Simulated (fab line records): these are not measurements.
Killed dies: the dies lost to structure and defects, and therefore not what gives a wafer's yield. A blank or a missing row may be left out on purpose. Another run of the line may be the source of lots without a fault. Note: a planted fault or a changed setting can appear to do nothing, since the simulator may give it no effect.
Chamber matching    flow n5_finfet    N5_BEOL_M2_PECVD_72 on pecvd-01 has 3 sister chambers
The step deposits SiO2 from TEOS/O2, target thk 16 nm, time 18 s. 6 wafers are shown with their chamber, then 8 later ones without.

== WAFERS WITH THEIR CHAMBER ==
wafer   chamber  throttle_valve_pct (%)  showerhead_plenum_p_Torr (Torr)
L180.6  2        20.3                    8.79
L181.1  0        22.2                    8.79
L181.4  1        24.9                    8.73
L182.2  1        24.8                    8.72
L182.4  2        20.4                    8.78
L182.6  0        22.2                    8.78

== WAFERS WITH NO CHAMBER GIVEN ==
wafer   throttle_valve_pct (%)  showerhead_plenum_p_Torr (Torr)
L184.2  20.8                    8.77
L184.3  22.4                    8.75
L184.5  20.4                    8.79
L185.2  24.6                    8.73
L185.4  20.2                    8.77
L187.2  20.4                    8.78
L187.3  20.4                    8.75
L187.6  20.5                    8.77

== WHICH CHAMBER EACH WENT THROUGH ==
wafer   from the rows above  in truth
L184.2  2                    2
L184.3  0                    0
L184.5  2                    2
L185.2  1                    1
L185.4  2                    2
L187.2  2                    2
L187.3  2                    2
L187.6  2                    2
8 of 8 placed correctly. Can't be placed from these rows: 0. Wrongly placed: 0.
How it was worked out, from the rows above alone: a wafer's distance from a chamber is the root of the sum, over the readings, of the square of ((its reading less the chamber's mean) divided by the reading's scatter). The wafer belongs to the nearest chamber; if the next one is less than 2 further off, it can't be placed. A chamber's mean is the mean of its shown wafers. The scatter: the root of (the sum of the squares of (reading less its chamber's mean) over the shown wafers, divided by (wafers less chambers)).
